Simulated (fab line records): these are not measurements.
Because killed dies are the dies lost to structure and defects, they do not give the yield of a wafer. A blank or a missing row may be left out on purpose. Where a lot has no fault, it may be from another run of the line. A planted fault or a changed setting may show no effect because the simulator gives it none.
Chamber matching / flow n5Finfet / 4 sister chambers for N5_BEOL_M1_STRIP_19 on rieDiel-06
The step strips in O2. 20 wafers are shown with their chamber, then 10 later ones without.

EACH WAFER AND ITS CHAMBER
wafer=L074.1; chamber=0; showerheadPlenumPTorr (Torr)=2.14; drypumpMotorCurrentA (A)=5.4; throttleValvePct (%)=16.34
wafer=L074.2; chamber=2; showerheadPlenumPTorr (Torr)=2.21; drypumpMotorCurrentA (A)=6.0; throttleValvePct (%)=16.37
wafer=L074.3; chamber=1; showerheadPlenumPTorr (Torr)=2.14; drypumpMotorCurrentA (A)=6.0; throttleValvePct (%)=16.32
wafer=L075.1; chamber=0; showerheadPlenumPTorr (Torr)=2.14; drypumpMotorCurrentA (A)=5.5; throttleValvePct (%)=16.35
wafer=L075.4; chamber=1; showerheadPlenumPTorr (Torr)=2.14; drypumpMotorCurrentA (A)=6.0; throttleValvePct (%)=16.31
wafer=L075.5; chamber=1; showerheadPlenumPTorr (Torr)=2.14; drypumpMotorCurrentA (A)=5.9; throttleValvePct (%)=16.32
wafer=L078.2; chamber=2; showerheadPlenumPTorr (Torr)=2.20; drypumpMotorCurrentA (A)=6.0; throttleValvePct (%)=16.37
wafer=L078.5; chamber=2; showerheadPlenumPTorr (Torr)=2.20; drypumpMotorCurrentA (A)=6.0; throttleValvePct (%)=16.38
wafer=L078.6; chamber=1; showerheadPlenumPTorr (Torr)=2.14; drypumpMotorCurrentA (A)=6.0; throttleValvePct (%)=16.32
wafer=L083.1; chamber=1; showerheadPlenumPTorr (Torr)=2.14; drypumpMotorCurrentA (A)=6.0; throttleValvePct (%)=16.34
wafer=L083.3; chamber=2; showerheadPlenumPTorr (Torr)=2.20; drypumpMotorCurrentA (A)=6.0; throttleValvePct (%)=16.39
wafer=L083.5; chamber=1; showerheadPlenumPTorr (Torr)=2.14; drypumpMotorCurrentA (A)=6.0; throttleValvePct (%)=16.34
wafer=L086.1; chamber=3; showerheadPlenumPTorr (Torr)=1.99; drypumpMotorCurrentA (A)=5.1; throttleValvePct (%)=16.73
wafer=L086.4; chamber=2; showerheadPlenumPTorr (Torr)=2.20; drypumpMotorCurrentA (A)=6.0; throttleValvePct (%)=16.41
wafer=L086.5; chamber=2; showerheadPlenumPTorr (Torr)=2.20; drypumpMotorCurrentA (A)=6.0; throttleValvePct (%)=16.41
wafer=L088.1; chamber=1; showerheadPlenumPTorr (Torr)=2.13; drypumpMotorCurrentA (A)=6.0; throttleValvePct (%)=16.36
wafer=L088.2; chamber=3; showerheadPlenumPTorr (Torr)=1.99; drypumpMotorCurrentA (A)=5.1; throttleValvePct (%)=16.74
wafer=L088.5; chamber=3; showerheadPlenumPTorr (Torr)=1.99; drypumpMotorCurrentA (A)=5.1; throttleValvePct (%)=16.73
wafer=L092.1; chamber=1; showerheadPlenumPTorr (Torr)=2.13; drypumpMotorCurrentA (A)=6.0; throttleValvePct (%)=16.36
wafer=L092.3; chamber=0; showerheadPlenumPTorr (Torr)=2.13; drypumpMotorCurrentA (A)=5.5; throttleValvePct (%)=16.40

SIGNATURES (averages over the wafers above)
reading=showerheadPlenumPTorr; chamber 0=2.1367; chamber 1=2.1375; chamber 2=2.2017; chamber 3=1.9900; scatter within a chamber=0.00433
reading=drypumpMotorCurrentA; chamber 0=5.467; chamber 1=5.987; chamber 2=6.000; chamber 3=5.100; scatter within a chamber=0.031
reading=throttleValvePct; chamber 0=16.3633; chamber 1=16.3337; chamber 2=16.3883; chamber 3=16.7333; scatter within a chamber=0.02
Rule: for each reading, subtract the chamber's mean from the wafer's reading, divide by that reading's scatter and square the result; add these up over the readings and take the root, which gives the wafer's distance from the chamber. The wafer belongs to the nearest chamber; if the next one is less than 2 further off, it can't be placed. The scatter is the square root of a quotient: the sum, over the shown wafers, of each reading's squared deviation from its chamber's mean, divided by wafers minus chambers.

WAFERS WHOSE CHAMBER IS MISSING
wafer=L092.5; showerheadPlenumPTorr (Torr)=2.20; drypumpMotorCurrentA (A)=6.0; throttleValvePct (%)=16.42
wafer=L093.3; showerheadPlenumPTorr (Torr)=2.13; drypumpMotorCurrentA (A)=6.0; throttleValvePct (%)=16.38
wafer=L093.5; showerheadPlenumPTorr (Torr)=2.13; drypumpMotorCurrentA (A)=5.5; throttleValvePct (%)=16.40
wafer=L093.6; showerheadPlenumPTorr (Torr)=1.98; drypumpMotorCurrentA (A)=5.1; throttleValvePct (%)=16.75
wafer=L094.1; showerheadPlenumPTorr (Torr)=2.13; drypumpMotorCurrentA (A)=6.0; throttleValvePct (%)=16.37
wafer=L094.2; showerheadPlenumPTorr (Torr)=1.98; drypumpMotorCurrentA (A)=5.1; throttleValvePct (%)=16.76
wafer=L094.4; showerheadPlenumPTorr (Torr)=2.20; drypumpMotorCurrentA (A)=5.9; throttleValvePct (%)=16.41
wafer=L097.2; showerheadPlenumPTorr (Torr)=1.98; drypumpMotorCurrentA (A)=5.1; throttleValvePct (%)=16.76
wafer=L097.4; showerheadPlenumPTorr (Torr)=2.13; drypumpMotorCurrentA (A)=5.5; throttleValvePct (%)=16.41
wafer=L097.6; showerheadPlenumPTorr (Torr)=2.13; drypumpMotorCurrentA (A)=5.5; throttleValvePct (%)=16.41

THE CHAMBER EACH PASSED THROUGH
wafer=L092.5; from the rows above=2; in truth=2
wafer=L093.3; from the rows above=1; in truth=1
wafer=L093.5; from the rows above=0; in truth=0
wafer=L093.6; from the rows above=3; in truth=3
wafer=L094.1; from the rows above=1; in truth=1
wafer=L094.2; from the rows above=3; in truth=3
wafer=L094.4; from the rows above=2; in truth=2
wafer=L097.2; from the rows above=3; in truth=3
wafer=L097.4; from the rows above=0; in truth=0
wafer=L097.6; from the rows above=0; in truth=0
Correctly placed: 10 of 10. Left unplaced by these rows: 0. 0 placed wrongly.
